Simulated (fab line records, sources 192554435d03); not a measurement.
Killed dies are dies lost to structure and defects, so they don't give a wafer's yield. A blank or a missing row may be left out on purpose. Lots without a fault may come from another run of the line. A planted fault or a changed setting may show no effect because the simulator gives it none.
Which tool did it? | flow n5_finfet | 11 lots, 33 wafers sampled, at 1 step of a route of 1938

WHAT THE GAUGES READ, wafer by wafer
N5_BEOL_M10_OVL_MEAS_12. Usual: M10_OVL -0.4 nm, standard deviation 0.85.
lot  | measured     | on         | M10_OVL (nm)   | flag
L794 | day 9 18:26  | overlay-02 | -1.0 -2.2 -2.0 |
L797 | day 10 19:27 | overlay-02 | -0.1 -0.7 -0.4 |
L798 | day 11 05:44 | overlay-01 | -0.3 -0.1 -0.4 |
L801 | day 12 03:03 | overlay-02 | -0.6 -0.7 -0.3 |
L807 | day 14 01:01 | overlay-02 | -1.4 -1.9 -2.1 |
L808 | day 14 04:07 | overlay-01 | -0.9 -0.3 -0.3 |
L810 | day 14 06:41 | overlay-02 | -1.2 -0.5 -1.3 |
L809 | day 14 07:08 | overlay-02 | -1.8 -1.7 -1.3 |
L811 | day 14 20:03 | overlay-02 | -0.5 0.1 0.0   |
L816 | day 16 08:52 | overlay-02 | -0.2 -1.0 0.7  |
L817 | day 16 23:20 | overlay-02 | -0.7 -1.0 -1.1 |

WHICH TOOL RAN EACH LOT (tool, then ch and the chambers of the sampled wafers, then the start)
The record holds no process step before these readings.

WHAT THE TOOLS THEMSELVES READ (means of the sampled wafers that have a number; where no wafer has one, the mark that the record gives instead)
The record holds no such reading with a usual standard deviation.

THE ANSWER, worked out from the rows above alone
Rule: a lot is off if the mean of its wafers that have a number lies more than 3 standard deviations from the usual mean. A lot without any number at a reading at which 4 lots or more have one is off too. The other lots that the step has rows for count as sound. The gauges are gone through in route order, then the tools' own readings, and for those a lot's mean is taken as printed above. The first step at which some lot is off is used, and at that step the reading that is off furthest; a lot without a number counts as furthest.
No lot is off at any reading shown: from this, nothing can be told.

WHAT THE SIMULATOR HAD PUT IN
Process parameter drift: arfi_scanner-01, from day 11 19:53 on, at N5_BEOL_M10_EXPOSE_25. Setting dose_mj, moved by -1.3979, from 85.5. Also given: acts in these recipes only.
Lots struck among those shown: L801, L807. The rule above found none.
